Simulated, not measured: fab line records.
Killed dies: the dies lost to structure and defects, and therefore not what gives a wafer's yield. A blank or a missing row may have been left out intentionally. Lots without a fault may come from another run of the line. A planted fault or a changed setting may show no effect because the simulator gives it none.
Struck lot and sound lot, side by side || flow nand_harc || 14 out of 1302 route steps
Sound: these wafers, L635.1, L635.3, L635.4. Struck: wafer L650.1. (L650.6 of the same lot was not struck and is left out.) The cause comes at the end.
Per side, at each step with rows, come the tool, then ch with its chambers, and then its first start. Under that, the readings that differ: sound wafers || struck wafers || difference of the means || sigmas: that difference in standard deviations of wafers without a fault.
alike: same words and numbers on both sides, and readings whose means sit less than 2 such deviations apart. not compared: any withheld reading, any reading some wafer has no value for, any bound like >300 that may hide the same value, and any number with overlapping values for which the record gives no deviation.
The two part at a step that has a row with sigmas, a row that says differs or no value, or rows on one side only. Non-overlapping numbers with no deviation appear without sigmas and do not part them. A reading that every wafer of one side lacks parts them only if that side has two wafers or more.

NHARC_A_CHANNEL_HOLE_D1_STRIP_27: strips in O2.
  sound: rie_diel-09 ch 1,2,3; struck: rie_diel-07 ch 3
{"reading": "oes_product_au (a.u.)", "sound": "0.991 0.986 0.986", "struck": 1.006, "difference": "+0.018", "sigmas": "+2"}
{"reading": "rf_hours_counter_h (h)", "sound": "10 9 10", "struck": 2, "difference": -8, "sigmas": ""}
{"reading": "rf_vpp_V (V)", "sound": "57.5 59.4 58.1", "struck": 55.9, "difference": -2.4, "sigmas": -3}
  alike: drypump_motor_current_A, showerhead_plenum_p_Torr, throttle_valve_pct
then, 2 steps without rows for these wafers: NHARC_A_CHANNEL_HOLE_D1_PRECLEAN_28 (cleans in SC1); NHARC_A_CHANNEL_HOLE_D1_SRD_29.
NHARC_A_CHANNEL_HOLE_D1_CD_MEAS_30:
  sound: cd_sem-02 at day 8 18:40; struck: cd_sem-03 at day 15 01:37
  alike: cd_nm
NHARC_A_CHANNEL_HOLE_D1_XSEM_31:
  sound on xsem-01 ch 0, day 8 18:45; struck on xsem-01 ch 0, day 15 01:42
{"reading": "bow_nm (nm)", "sound": "8.03 8.06 8.03", "struck": 8.61, "difference": "+0.57", "sigmas": "+2"}
{"reading": "tilt_deg (degrees)", "sound": "0.03 0.03 0.03", "struck": 0.16, "difference": "+0.13", "sigmas": "+3"}
  alike: bot_cd_nm
NHARC_A_CHANNEL_HOLE_D1_INSPECT_40:
  sound: defect_inspect-01 at day 8 18:52; struck: defect_inspect-01 at day 15 01:48
{"reading": "raw_defect_count", "sound": "107 100 87", "struck": 41, "difference": -57, "sigmas": -2}
then, 3 steps without rows for these wafers: NHARC_A_CHANNEL_FILL_D1_PRECLEAN_00 (cleans in SC1); NHARC_A_CHANNEL_FILL_D1_SRD_01; NHARC_A_CHANNEL_FILL_D1_ALD_02 (deposits SiO2, target thk 6 nm, pulse time 10 s, ald cycles 60).
NHARC_A_CHANNEL_FILL_D1_ALD_03: deposits SiNx, target thk 6 nm, pulse time 60 s, ald cycles 58.
  sound: ald_sin_batch-02 ch 0; struck: ald_sin_batch-01 ch 0
  alike: precursor_pulse_height_rel
  not compared: ald_cycles
NHARC_A_CHANNEL_FILL_D1_ALD_14: deposits SiO2, target thk 2.5 nm, pulse time 10 s, ald cycles 25.
  sound on ald_hk-04 ch 1,2,3, day 9 02:05; struck on ald_hk-04 ch 2, day 15 09:03
  alike: heater_power_outer_w, heater_power_w, precursor_pulse_height_rel
  not compared: ald_cycles
NHARC_A_CHANNEL_FILL_D1_ALD_15: deposits SiNx, target thk 2 nm, pulse time 60 s, ald cycles 19.
  sound: ald_sin_batch-02 ch 0; struck: ald_sin_batch-01 ch 0
  alike: precursor_pulse_height_rel
  not compared: ald_cycles
NHARC_A_CHANNEL_FILL_D1_ALD_16: deposits SiO2, target thk 1.5 nm, pulse time 10 s, ald cycles 15.
  sound on ald_hk-01 ch 0,1,3, day 9 07:18; struck on ald_hk-03 ch 0, day 15 14:47
{"reading": "ald_cycles", "sound": "15 15 15", "struck": 10, "difference": -5, "sigmas": ""}
  alike: heater_power_outer_w, heater_power_w, precursor_pulse_height_rel
then, 1 step without rows for these wafers: NHARC_A_CHANNEL_FILL_D1_ANNEAL_17 (time 1800 s).

## WHERE THEY PART
At NHARC_A_CHANNEL_HOLE_D1_STRIP_27 first; at NHARC_A_CHANNEL_HOLE_D1_INSPECT_40 last (within this record only). Later steps at which nothing parts them and some readings are alike: NHARC_A_CHANNEL_FILL_D1_ALD_03, NHARC_A_CHANNEL_FILL_D1_ALD_14, NHARC_A_CHANNEL_FILL_D1_ALD_15, NHARC_A_CHANNEL_FILL_D1_ALD_16.

WHY: what the simulator had put in
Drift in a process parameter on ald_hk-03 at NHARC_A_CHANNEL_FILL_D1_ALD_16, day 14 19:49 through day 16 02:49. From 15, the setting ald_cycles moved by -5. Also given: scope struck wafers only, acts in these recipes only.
